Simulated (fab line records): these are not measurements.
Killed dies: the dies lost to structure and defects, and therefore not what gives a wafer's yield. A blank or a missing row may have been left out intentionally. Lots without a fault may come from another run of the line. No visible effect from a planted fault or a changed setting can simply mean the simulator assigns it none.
The tool behind it: which one? / flow nand_harc / 72 wafers from 24 lots sampled at 5 of the route's 1159 steps

WHAT EACH GAUGE READ, for each wafer
NHARC_P_M2_THK_MEAS_24: measures by xrf. Usual: thk_nm 144.8 nm, standard deviation 1.6.
lot=L074; measured=day 6 09:58; on=film_metro-01; thk_nm (nm)=143.6 145.7 145.8; flag=
lot=L075; measured=day 6 19:04; on=film_metro-01; thk_nm (nm)=144.6 145.3 145.1; flag=
lot=L076; measured=day 6 19:46; on=film_metro-01; thk_nm (nm)=147.3 142.9 142.8; flag=
lot=L077; measured=day 7 04:47; on=film_metro-01; thk_nm (nm)=145.5 143.4 145.7; flag=
lot=L078; measured=day 7 06:29; on=film_metro-01; thk_nm (nm)=142.8 146.1 147.1; flag=
lot=L081; measured=day 7 21:52; on=film_metro-01; thk_nm (nm)=142.8 145.3 142.2; flag=
lot=L080; measured=day 7 23:04; on=film_metro-01; thk_nm (nm)=141.4 143.1 144.1; flag=
lot=L079; measured=day 8 00:17; on=film_metro-02; thk_nm (nm)=144.6 144.3 144.3; flag=
lot=L082; measured=day 8 05:43; on=film_metro-02; thk_nm (nm)=141.7 141.8 145.4; flag=
lot=L083; measured=day 8 09:18; on=film_metro-02; thk_nm (nm)=146.9 145.4 144.5; flag=
lot=L084; measured=day 8 14:29; on=film_metro-01; thk_nm (nm)=145.9 143.6 142.3; flag=
lot=L087; measured=day 9 11:00; on=film_metro-01; thk_nm (nm)=145.6 145.3 145.1; flag=
lot=L086; measured=day 9 12:00; on=film_metro-01; thk_nm (nm)=142.9 145.8 142.7; flag=
lot=L085; measured=day 10 08:11; on=film_metro-02; thk_nm (nm)=145.8 145.6 143.5; flag=
lot=L088; measured=day 10 09:31; on=film_metro-01; thk_nm (nm)=145.5 145.7 146.3; flag=
lot=L090; measured=day 10 16:02; on=film_metro-01; thk_nm (nm)=145.1 144.7 146.3; flag=
lot=L089; measured=day 10 16:44; on=film_metro-02; thk_nm (nm)=145.7 145.9 144.9; flag=
lot=L091; measured=day 10 17:44; on=film_metro-01; thk_nm (nm)=146.3 143.7 147.3; flag=
lot=L094; measured=day 11 01:29; on=film_metro-02; thk_nm (nm)=147.6 144.6 144.8; flag=
lot=L093; measured=day 11 03:23; on=film_metro-01; thk_nm (nm)=145.8 147.4 145.5; flag=
lot=L092; measured=day 11 03:46; on=film_metro-01; thk_nm (nm)=142.1 147.9 143.6; flag=
lot=L095; measured=day 11 16:31; on=film_metro-02; thk_nm (nm)=145.6 145.2 146.4; flag=
lot=L096; measured=day 11 17:26; on=film_metro-01; thk_nm (nm)=146.7 145.7 144.3; flag=
lot=L097; measured=day 12 01:48; on=film_metro-01; thk_nm (nm)=143.0 145.5 143.1; flag=

NHARC_P_BONDPAD_OVL_MEAS_38. Usual: overlay_x_nm 0 nm, standard deviation 5.8; overlay_y_nm 0 nm, standard deviation 5.7.
lot=L074; measured=day 6 11:53; on=overlay-02; overlay_x_nm (nm)=-9 -9 -9; overlay_y_nm (nm)=-2 -2 -2; flag=
lot=L075; measured=day 6 21:06; on=overlay-02; overlay_x_nm (nm)=-4 -4 -4; overlay_y_nm (nm)=-4 -4 -4; flag=
lot=L076; measured=day 6 21:49; on=overlay-01; overlay_x_nm (nm)=4 4 5; overlay_y_nm (nm)=1 0 0; flag=
lot=L077; measured=day 7 07:00; on=overlay-02; overlay_x_nm (nm)=0 1 1; overlay_y_nm (nm)=0 -1 0; flag=
lot=L078; measured=day 7 08:31; on=overlay-02; overlay_x_nm (nm)=-7 -7 -7; overlay_y_nm (nm)=0 1 0; flag=
lot=L081; measured=day 7 23:54; on=overlay-02; overlay_x_nm (nm)=4 4 4; overlay_y_nm (nm)=-7 -6 -7; flag=
lot=L080; measured=day 8 01:07; on=overlay-01; overlay_x_nm (nm)=3 3 3; overlay_y_nm (nm)=5 5 5; flag=
lot=L079; measured=day 8 02:29; on=overlay-02; overlay_x_nm (nm)=-6 -7 -6; overlay_y_nm (nm)=11 11 12; flag=
lot=L082; measured=day 8 07:49; on=overlay-01; overlay_x_nm (nm)=3 3 3; overlay_y_nm (nm)=2 2 1; flag=
lot=L083; measured=day 8 11:13; on=overlay-02; overlay_x_nm (nm)=-4 -4 -3; overlay_y_nm (nm)=8 8 8; flag=
lot=L084; measured=day 8 16:28; on=overlay-02; overlay_x_nm (nm)=3 3 3; overlay_y_nm (nm)=-11 -10 -10; flag=
lot=L087; measured=day 9 12:53; on=overlay-02; overlay_x_nm (nm)=-1 -1 -1; overlay_y_nm (nm)=-7 -6 -7; flag=
lot=L086; measured=day 9 13:54; on=overlay-02; overlay_x_nm (nm)=-10 -11 -11; overlay_y_nm (nm)=1 0 0; flag=
lot=L085; measured=day 10 10:11; on=overlay-02; overlay_x_nm (nm)=9 9 10; overlay_y_nm (nm)=2 2 2; flag=
lot=L088; measured=day 10 11:35; on=overlay-02; overlay_x_nm (nm)=12 11 11; overlay_y_nm (nm)=2 3 3; flag=
lot=L090; measured=day 10 17:56; on=overlay-01; overlay_x_nm (nm)=-1 -2 -1; overlay_y_nm (nm)=-6 -6 -5; flag=
lot=L089; measured=day 10 18:41; on=overlay-02; overlay_x_nm (nm)=9 9 8; overlay_y_nm (nm)=4 4 4; flag=
lot=L091; measured=day 10 19:47; on=overlay-01; overlay_x_nm (nm)=2 2 2; overlay_y_nm (nm)=-11 -11 -11; flag=
lot=L094; measured=day 11 03:31; on=overlay-02; overlay_x_nm (nm)=-6 -6 -6; overlay_y_nm (nm)=7 7 7; flag=
lot=L093; measured=day 11 05:17; on=overlay-01; overlay_x_nm (nm)=-2 -1 -1; overlay_y_nm (nm)=8 8 8; flag=
lot=L092; measured=day 11 05:48; on=overlay-02; overlay_x_nm (nm)=-3 -3 -3; overlay_y_nm (nm)=-2 -2 -2; flag=
lot=L095; measured=day 11 18:38; on=overlay-01; overlay_x_nm (nm)=-7 -7 -7; overlay_y_nm (nm)=-3 -3 -3; flag=
lot=L096; measured=day 11 19:19; on=overlay-01; overlay_x_nm (nm)=7 8 7; overlay_y_nm (nm)=2 2 2; flag=
lot=L097; measured=day 12 04:02; on=overlay-01; overlay_x_nm (nm)=1 2 2; overlay_y_nm (nm)=2 3 3; flag=

TOOL THAT RAN EACH LOT (tool first, then ch and the chambers of the sampled wafers, then the start)
lot=L074; NHARC_P_M0_PRE_CLEAN_31=pecvd-04 ch 0,1,2, day 6 01:50; NHARC_P_M1_PVD_20=pvd_sputter-02, day 6 09:41 or earlier; NHARC_P_M2_CMP_23=cmp-04 ch 0,1,3, day 6 09:41
lot=L075; NHARC_P_M0_PRE_CLEAN_31=pecvd-04 ch 0,2, day 6 11:01; NHARC_P_M1_PVD_20=pvd_sputter-03, day 6 18:47 or earlier; NHARC_P_M2_CMP_23=cmp-03 ch 0,2, day 6 18:47
lot=L076; NHARC_P_M0_PRE_CLEAN_31=pecvd-03 ch 0,1, day 6 11:31; NHARC_P_M1_PVD_20=pvd_sputter-02, day 6 19:30 or earlier; NHARC_P_M2_CMP_23=cmp-02 ch 0,1,2, day 6 19:30
lot=L077; NHARC_P_M0_PRE_CLEAN_31=pecvd-02 ch 0,2, day 6 20:39; NHARC_P_M1_PVD_20=pvd_sputter-02, day 7 04:28 or earlier; NHARC_P_M2_CMP_23=cmp-02 ch 1,3, day 7 04:28
lot=L078; NHARC_P_M0_PRE_CLEAN_31=pecvd-02 ch 0,1,2, day 6 22:26; NHARC_P_M1_PVD_20=pvd_sputter-01, day 7 06:14 or earlier; NHARC_P_M2_CMP_23=cmp-04 ch 0,1,2, day 7 06:14
lot=L081; NHARC_P_M0_PRE_CLEAN_31=pecvd-04 ch 0,2, day 7 13:31; NHARC_P_M1_PVD_20=pvd_sputter-03, day 7 21:36 or earlier; NHARC_P_M2_CMP_23=cmp-04 ch 0,2,3, day 7 21:36
lot=L080; NHARC_P_M0_PRE_CLEAN_31=pecvd-03 ch 0,1,2, day 7 14:27; NHARC_P_M1_PVD_20=pvd_sputter-03, day 7 22:49 or earlier; NHARC_P_M2_CMP_23=cmp-03 ch 0,1,3, day 7 22:49
lot=L079; NHARC_P_M0_PRE_CLEAN_31=pecvd-03 ch 0,2, day 7 15:09; NHARC_P_M1_PVD_20=pvd_sputter-03, day 8 00:01 or earlier; NHARC_P_M2_CMP_23=cmp-03 ch 0,1,2, day 8 00:01
lot=L082; NHARC_P_M0_PRE_CLEAN_31=pecvd-04 ch 0,2, day 7 21:28; NHARC_P_M1_PVD_20=pvd_sputter-01, day 8 05:25 or earlier; NHARC_P_M2_CMP_23=cmp-04 ch 0,2,3, day 8 05:25
lot=L083; NHARC_P_M0_PRE_CLEAN_31=pecvd-04 ch 0, day 8 01:04; NHARC_P_M1_PVD_20=pvd_sputter-03, day 8 08:59 or earlier; NHARC_P_M2_CMP_23=cmp-03 ch 2,3, day 8 08:59
lot=L084; NHARC_P_M0_PRE_CLEAN_31=pecvd-03 ch 0,2, day 8 06:16; NHARC_P_M1_PVD_20=pvd_sputter-03, day 8 14:10 or earlier; NHARC_P_M2_CMP_23=cmp-03 ch 0,2,3, day 8 14:10
lot=L087; NHARC_P_M0_PRE_CLEAN_31=pecvd-04 ch 0,1, day 9 03:05; NHARC_P_M1_PVD_20=pvd_sputter-03, day 9 10:43 or earlier; NHARC_P_M2_CMP_23=cmp-02 ch 0,2, day 9 10:43
lot=L086; NHARC_P_M0_PRE_CLEAN_31=pecvd-03 ch 0,1,2, day 9 04:05; NHARC_P_M1_PVD_20=pvd_sputter-01, day 9 11:41 or earlier; NHARC_P_M2_CMP_23=cmp-03 ch 1,2,3, day 9 11:41
lot=L085; NHARC_P_M0_PRE_CLEAN_31=pecvd-03 ch 0,2, day 9 23:47; NHARC_P_M1_PVD_20=pvd_sputter-01, day 10 07:55 or earlier; NHARC_P_M2_CMP_23=cmp-04 ch 0,2,3, day 10 07:55
lot=L088; NHARC_P_M0_PRE_CLEAN_31=pecvd-04 ch 0,1, day 10 01:32; NHARC_P_M1_PVD_20=pvd_sputter-01, day 10 09:15 or earlier; NHARC_P_M2_CMP_23=cmp-02 ch 0,1,3, day 10 09:15
lot=L090; NHARC_P_M0_PRE_CLEAN_31=pecvd-02 ch 0,1, day 10 07:55; NHARC_P_M1_PVD_20=pvd_sputter-01, day 10 15:43 or earlier; NHARC_P_M2_CMP_23=cmp-04 ch 0,1, day 10 15:43
lot=L089; NHARC_P_M0_PRE_CLEAN_31=pecvd-02 ch 0,1,2, day 10 08:29; NHARC_P_M1_PVD_20=pvd_sputter-03, day 10 16:25 or earlier; NHARC_P_M2_CMP_23=cmp-02 ch 1,2, day 10 16:25
lot=L091; NHARC_P_M0_PRE_CLEAN_31=pecvd-04 ch 0,1,2, day 10 09:26; NHARC_P_M1_PVD_20=pvd_sputter-03, day 10 17:28 or earlier; NHARC_P_M2_CMP_23=cmp-02 ch 0,1,3, day 10 17:28
lot=L094; NHARC_P_M0_PRE_CLEAN_31=pecvd-02 ch 1,2, day 10 17:24; NHARC_P_M1_PVD_20=pvd_sputter-02, day 11 01:11 or earlier; NHARC_P_M2_CMP_23=cmp-04 ch 0,1,2, day 11 01:11
lot=L093; NHARC_P_M0_PRE_CLEAN_31=pecvd-02 ch 1,2, day 10 19:35; NHARC_P_M1_PVD_20=pvd_sputter-02, day 11 03:10 or earlier; NHARC_P_M2_CMP_23=cmp-04 ch 0,1,2, day 11 03:10
lot=L092; NHARC_P_M0_PRE_CLEAN_31=pecvd-03 ch 0,1, day 10 19:37; NHARC_P_M1_PVD_20=pvd_sputter-03, day 11 03:31 or earlier; NHARC_P_M2_CMP_23=cmp-02 ch 0,1,2, day 11 03:31
lot=L095; NHARC_P_M0_PRE_CLEAN_31=pecvd-02 ch 0,1,2, day 11 08:38; NHARC_P_M1_PVD_20=pvd_sputter-03, day 11 16:11 or earlier; NHARC_P_M2_CMP_23=cmp-04 ch 1,2,3, day 11 16:11
lot=L096; NHARC_P_M0_PRE_CLEAN_31=pecvd-03 ch 1,2, day 11 09:18; NHARC_P_M1_PVD_20=pvd_sputter-03, day 11 17:08 or earlier; NHARC_P_M2_CMP_23=cmp-02 ch 0,2,3, day 11 17:08
lot=L097; NHARC_P_M0_PRE_CLEAN_31=pecvd-02 ch 0,1,2, day 11 17:46; NHARC_P_M1_PVD_20=pvd_sputter-03, day 12 01:29 or earlier; NHARC_P_M2_CMP_23=cmp-02 ch 0,3, day 12 01:29
- NHARC_P_M0_PRE_CLEAN_31: time 12 s.
- NHARC_P_M1_PVD_20: deposits TaN, target thk 5 nm, time 8.06 s.
- NHARC_P_M2_CMP_23: polishes, t overpolish 20 s, target thk 144.3 nm.

AS READ BY THE TOOLS THEMSELVES (means over the sampled wafers that have a number; for cases with no such wafer, the mark the record gives instead)
NHARC_P_M0_PRE_CLEAN_31. Usual: heater_power_outer_w 355 W, standard deviation 44; heater_power_w 603 W, standard deviation 57.
lot=L074; tool=pecvd-04; heater_power_outer_w (W)=331; heater_power_w (W)=548; flag=
lot=L075; tool=pecvd-04; heater_power_outer_w (W)=350; heater_power_w (W)=563; flag=
lot=L076; tool=pecvd-03; heater_power_outer_w (W)=352; heater_power_w (W)=617; flag=
lot=L077; tool=pecvd-02; heater_power_outer_w (W)=346; heater_power_w (W)=631; flag=
lot=L078; tool=pecvd-02; heater_power_outer_w (W)=333; heater_power_w (W)=588; flag=
lot=L081; tool=pecvd-04; heater_power_outer_w (W)=340; heater_power_w (W)=567; flag=
lot=L080; tool=pecvd-03; heater_power_outer_w (W)=311; heater_power_w (W)=560; flag=
lot=L079; tool=pecvd-03; heater_power_outer_w (W)=383; heater_power_w (W)=658; flag=
lot=L082; tool=pecvd-04; heater_power_outer_w (W)=395; heater_power_w (W)=639; flag=
lot=L083; tool=pecvd-04; heater_power_outer_w (W)=332; heater_power_w (W)=534; flag=
lot=L084; tool=pecvd-03; heater_power_outer_w (W)=359; heater_power_w (W)=618; flag=
lot=L087; tool=pecvd-04; heater_power_outer_w (W)=299; heater_power_w (W)=513; flag=
lot=L086; tool=pecvd-03; heater_power_outer_w (W)=325; heater_power_w (W)=575; flag=
lot=L085; tool=pecvd-03; heater_power_outer_w (W)=342; heater_power_w (W)=612; flag=
lot=L088; tool=pecvd-04; heater_power_outer_w (W)=327; heater_power_w (W)=531; flag=
lot=L090; tool=pecvd-02; heater_power_outer_w (W)=396; heater_power_w (W)=663; flag=
lot=L089; tool=pecvd-02; heater_power_outer_w (W)=362; heater_power_w (W)=618; flag=
lot=L091; tool=pecvd-04; heater_power_outer_w (W)=371; heater_power_w (W)=600; flag=
lot=L094; tool=pecvd-02; heater_power_outer_w (W)=328; heater_power_w (W)=576; flag=
lot=L093; tool=pecvd-02; heater_power_outer_w (W)=394; heater_power_w (W)=674; flag=
lot=L092; tool=pecvd-03; heater_power_outer_w (W)=314; heater_power_w (W)=570; flag=
lot=L095; tool=pecvd-02; heater_power_outer_w (W)=372; heater_power_w (W)=633; flag=
lot=L096; tool=pecvd-03; heater_power_outer_w (W)=372; heater_power_w (W)=626; flag=
lot=L097; tool=pecvd-02; heater_power_outer_w (W)=345; heater_power_w (W)=604; flag=

NHARC_P_M1_PVD_20. Usual: bias_v 168.5 V, standard deviation 1.6; throttle_valve_pct 30.2 %, standard deviation 1.1.
lot=L074; tool=pvd_sputter-02; bias_v (V)=169.5; throttle_valve_pct (%)=30.3; flag=
lot=L075; tool=pvd_sputter-03; bias_v (V)=168.4; throttle_valve_pct (%)=30.3; flag=
lot=L076; tool=pvd_sputter-02; bias_v (V)=166.3; throttle_valve_pct (%)=29.3; flag=
lot=L077; tool=pvd_sputter-02; bias_v (V)=167.5; throttle_valve_pct (%)=29.5; flag=
lot=L078; tool=pvd_sputter-01; bias_v (V)=168.8; throttle_valve_pct (%)=30.4; flag=
lot=L081; tool=pvd_sputter-03; bias_v (V)=169.9; throttle_valve_pct (%)=31.1; flag=
lot=L080; tool=pvd_sputter-03; bias_v (V)=169.1; throttle_valve_pct (%)=31.5; flag=
lot=L079; tool=pvd_sputter-03; bias_v (V)=167.8; throttle_valve_pct (%)=30.0; flag=
lot=L082; tool=pvd_sputter-01; bias_v (V)=167.1; throttle_valve_pct (%)=30.7; flag=
lot=L083; tool=pvd_sputter-03; bias_v (V)=168.3; throttle_valve_pct (%)=30.6; flag=
lot=L084; tool=pvd_sputter-03; bias_v (V)=167.3; throttle_valve_pct (%)=29.8; flag=
lot=L087; tool=pvd_sputter-03; bias_v (V)=168.8; throttle_valve_pct (%)=29.8; flag=
lot=L086; tool=pvd_sputter-01; bias_v (V)=168.6; throttle_valve_pct (%)=30.8; flag=
lot=L085; tool=pvd_sputter-01; bias_v (V)=168.3; throttle_valve_pct (%)=30.8; flag=
lot=L088; tool=pvd_sputter-01; bias_v (V)=169.3; throttle_valve_pct (%)=30.7; flag=
lot=L090; tool=pvd_sputter-01; bias_v (V)=168.3; throttle_valve_pct (%)=30.9; flag=
lot=L089; tool=pvd_sputter-03; bias_v (V)=169.1; throttle_valve_pct (%)=30.1; flag=
lot=L091; tool=pvd_sputter-03; bias_v (V)=166.8; throttle_valve_pct (%)=30.8; flag=
lot=L094; tool=pvd_sputter-02; bias_v (V)=168.7; throttle_valve_pct (%)=29.7; flag=
lot=L093; tool=pvd_sputter-02; bias_v (V)=169.3; throttle_valve_pct (%)=29.3; flag=
lot=L092; tool=pvd_sputter-03; bias_v (V)=169.1; throttle_valve_pct (%)=30.8; flag=
lot=L095; tool=pvd_sputter-03; bias_v (V)=167.1; throttle_valve_pct (%)=30.7; flag=
lot=L096; tool=pvd_sputter-03; bias_v (V)=168.3; throttle_valve_pct (%)=29.9; flag=
lot=L097; tool=pvd_sputter-03; bias_v (V)=169.3; throttle_valve_pct (%)=29.7; flag=

NHARC_P_M2_CMP_23. Usual: motor_current_A 12.2 A, standard deviation 0.65; time_to_endpoint_s 30.0 s, standard deviation 2.7.
lot=L074; tool=cmp-04; motor_current_A (A)=11.5; time_to_endpoint_s (s)=29.6; flag=
lot=L075; tool=cmp-03; motor_current_A (A)=12.6; time_to_endpoint_s (s)=26.9; flag=
lot=L076; tool=cmp-02; motor_current_A (A)=12.5; time_to_endpoint_s (s)=30.0; flag=
lot=L077; tool=cmp-02; motor_current_A (A)=12.0; time_to_endpoint_s (s)=32.9; flag=
lot=L078; tool=cmp-04; motor_current_A (A)=12.5; time_to_endpoint_s (s)=27.8; flag=
lot=L081; tool=cmp-04; motor_current_A (A)=11.6; time_to_endpoint_s (s)=29.8; flag=
lot=L080; tool=cmp-03; motor_current_A (A)=11.9; time_to_endpoint_s (s)=29.0; flag=
lot=L079; tool=cmp-03; motor_current_A (A)=12.4; time_to_endpoint_s (s)=29.1; flag=
lot=L082; tool=cmp-04; motor_current_A (A)=12.3; time_to_endpoint_s (s)=28.6; flag=
lot=L083; tool=cmp-03; motor_current_A (A)=12.7; time_to_endpoint_s (s)=29.6; flag=
lot=L084; tool=cmp-03; motor_current_A (A)=12.4; time_to_endpoint_s (s)=26.6; flag=
lot=L087; tool=cmp-02; motor_current_A (A)=13.0; time_to_endpoint_s (s)=32.2; flag=
lot=L086; tool=cmp-03; motor_current_A (A)=12.3; time_to_endpoint_s (s)=26.1; flag=
lot=L085; tool=cmp-04; motor_current_A (A)=11.7; time_to_endpoint_s (s)=30.6; flag=
lot=L088; tool=cmp-02; motor_current_A (A)=12.5; time_to_endpoint_s (s)=32.8; flag=
lot=L090; tool=cmp-04; motor_current_A (A)=12.2; time_to_endpoint_s (s)=31.5; flag=
lot=L089; tool=cmp-02; motor_current_A (A)=12.2; time_to_endpoint_s (s)=29.8; flag=
lot=L091; tool=cmp-02; motor_current_A (A)=12.2; time_to_endpoint_s (s)=34.0; flag=
lot=L094; tool=cmp-04; motor_current_A (A)=12.3; time_to_endpoint_s (s)=30.2; flag=
lot=L093; tool=cmp-04; motor_current_A (A)=12.3; time_to_endpoint_s (s)=31.2; flag=
lot=L092; tool=cmp-02; motor_current_A (A)=12.3; time_to_endpoint_s (s)=28.0; flag=
lot=L095; tool=cmp-04; motor_current_A (A)=11.6; time_to_endpoint_s (s)=32.8; flag=
lot=L096; tool=cmp-02; motor_current_A (A)=12.5; time_to_endpoint_s (s)=32.0; flag=
lot=L097; tool=cmp-02; motor_current_A (A)=12.4; time_to_endpoint_s (s)=31.1; flag=

THE ANSWER, worked out from the rows above alone
Rule: lot off if the mean of its wafers having a number is beyond 3 standard deviations from the usual mean. A lot without any number at a reading at which 4 lots or more have one is off too. Where the step has rows for the other lots, those lots are counted as sound. Order of review: gauges by route order, followed by the tools' own readings, for which a lot's mean as printed above is used. The first step at which some lot is off is used, and at that step the reading that is off furthest; a lot without a number counts as furthest.
No lot is off on any of the readings shown, so nothing can be concluded from this.

WHAT WAS PUT IN BY THE SIMULATOR
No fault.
